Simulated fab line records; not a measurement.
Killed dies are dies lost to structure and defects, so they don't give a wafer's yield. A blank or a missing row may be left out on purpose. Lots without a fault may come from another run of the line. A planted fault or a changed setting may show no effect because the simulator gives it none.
2 desks looking at one fault || flow n5 finfet || numbers are kept per desk, each desk with only its own; the story behind them comes last

THE METROLOGY DESK
What the gauges read, lot by lot, whatever tool the lot ran on: means of the sampled wafers that have a number. Marked OUT: a lot whose mean sits more than 4 standard deviations from the usual mean, which makes it out of limits; the brackets give that distance. It has 15 readings, of which 7 appear: the earliest out of limits, and the ones furthest out on some lot.
Columns: A = cd nm at N5_BEOL_M0_SAQP_CD_MEAS_25, usual 12.77 nm; B = CJ_N at N5_BEOL_M4_RC_MEAS_101, usual 4.33; C = CJ_P at N5_BEOL_M4_RC_MEAS_101, usual 5.82; D = ION_N at N5_BEOL_M4_RC_MEAS_101, usual 673 uA/um; E = RS_NWELL at N5_BEOL_M4_RC_MEAS_101, usual 1036 ohm/sq; F = RS_PWELL at N5_BEOL_M4_RC_MEAS_101, usual 3013 ohm/sq; G = VT_P at N5_BEOL_M4_RC_MEAS_101, usual -250.2 mV
{"lot": "L550", "first seen here": "day 5 12:11", "A": 12.79, "B": 4.23, "C": 5.85, "D": 676, "E": 1032, "F": 3000, "G": -247.7}
{"lot": "L551", "first seen here": "day 5 18:35", "A": 12.70, "B": 4.51, "C": 5.82, "D": 672, "E": 1040, "F": 3032, "G": -253.2}
{"lot": "L553", "first seen here": "day 6 08:47", "A": 12.57, "B": 4.29, "C": 5.78, "D": 669, "E": 1034, "F": 2996, "G": -252.8}
{"lot": "L554", "first seen here": "day 6 12:31", "A": 12.78, "B": 4.24, "C": 5.78, "D": 675, "E": 1046, "F": 3039, "G": -252.6}
{"lot": "L556", "first seen here": "day 7 00:13", "A": 13.42, "B": "4.97 (+7.1) OUT", "C": "4.05 (-14) OUT", "D": 643, "E": 1064, "F": "3116 (+4.1) OUT", "G": -251.5}
{"lot": "L557", "first seen here": "day 7 07:15", "A": 12.86, "B": 4.38, "C": 5.86, "D": 670, "E": 1039, "F": 3018, "G": -250.9}
{"lot": "L561", "first seen here": "day 8 05:43", "A": 12.65, "B": 4.43, "C": 6.01, "D": 674, "E": 1031, "F": 3025, "G": -250.4}
{"lot": "L560", "first seen here": "day 8 11:18", "A": 12.74, "B": 4.18, "C": 5.88, "D": 670, "E": 1033, "F": 2993, "G": -251.3}
{"lot": "L564", "first seen here": "day 9 04:16", "A": 12.63, "B": 4.33, "C": 5.77, "D": 684, "E": 1035, "F": 2988, "G": -248.0}
{"lot": "L566", "first seen here": "day 9 12:41", "A": 12.85, "B": 4.31, "C": 5.93, "D": 690, "E": 1039, "F": 3002, "G": -241.9}
{"lot": "L567", "first seen here": "day 9 19:03", "A": 12.79, "B": 4.31, "C": 5.77, "D": 668, "E": 1036, "F": 2982, "G": -254.9}
{"lot": "L571", "first seen here": "day 10 19:22", "A": 12.72, "B": 4.37, "C": 5.56, "D": 663, "E": 1040, "F": 3006, "G": -252.8}
{"lot": "L573", "first seen here": "day 11 05:27", "A": 12.73, "B": 4.34, "C": 5.83, "D": 669, "E": 1037, "F": 3023, "G": -252.2}
Finding of this desk: L556 out of limits, first seen on L556 at day 10 01:23 (CJ_N at N5_BEOL_M4_RC_MEAS_101). L550, L551, L553, L554, L557, L561, L560, L564, L566, L567, L571, L573 stayed within limits.

DESK OF THE TOOL OWNER: ald sin-02
The tool's own readings at N5_BEOL_M0_SAQP_SPACER1_ALD_98 (deposits SiO2, target thk 12.8 nm, pulse time 1 s, purge time 2 s): means of the sampled wafers that have a number, for each lot that ran on this tool. Marked OUT: a lot whose mean sits more than 4 standard deviations from the usual mean, which makes it out of limits; the brackets give that distance.
Columns: A = heater power w at N5_BEOL_M0_SAQP_SPACER1_ALD_98, usual 480 W; B = precursor pulse height rel at N5_BEOL_M0_SAQP_SPACER1_ALD_98, usual 1.001; C = susceptor temp C at N5_BEOL_M0_SAQP_SPACER1_ALD_98, usual 299.99 C
{"lot": "L553", "first seen here": "day 6 08:07", "A": 502, "B": 0.980, "C": 299.98}
{"lot": "L554", "first seen here": "day 6 11:51", "A": 501, "B": 1.015, "C": 299.98}
{"lot": "L556", "first seen here": "day 6 23:43", "A": 416, "B": 1.003, "C": "282.79 (-91) OUT"}
This desk finds L556 out of limits, L556 being first, at day 6 23:43 (susceptor temp C at N5_BEOL_M0_SAQP_SPACER1_ALD_98). L553, L554 stayed within limits.

PUT TOGETHER
On L556, at day 6 23:43, an alarm was possible from the tool owner's desk.
On L556, the metrology desk was in a position to raise an alarm at day 10 01:23.
Every lot named ran N5_BEOL_M0_SAQP_SPACER1_ALD_98 on ald sin-02.

WHAT THE SIMULATOR HAD INSERTED
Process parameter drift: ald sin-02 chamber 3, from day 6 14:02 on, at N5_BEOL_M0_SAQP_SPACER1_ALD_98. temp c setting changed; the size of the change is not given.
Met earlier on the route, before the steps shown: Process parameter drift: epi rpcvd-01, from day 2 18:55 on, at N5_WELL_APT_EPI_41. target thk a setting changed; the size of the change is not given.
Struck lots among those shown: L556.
Time in hours from fault onset to the first out-of-limits reading at each desk: tool owner's desk 10, metrology desk 83.
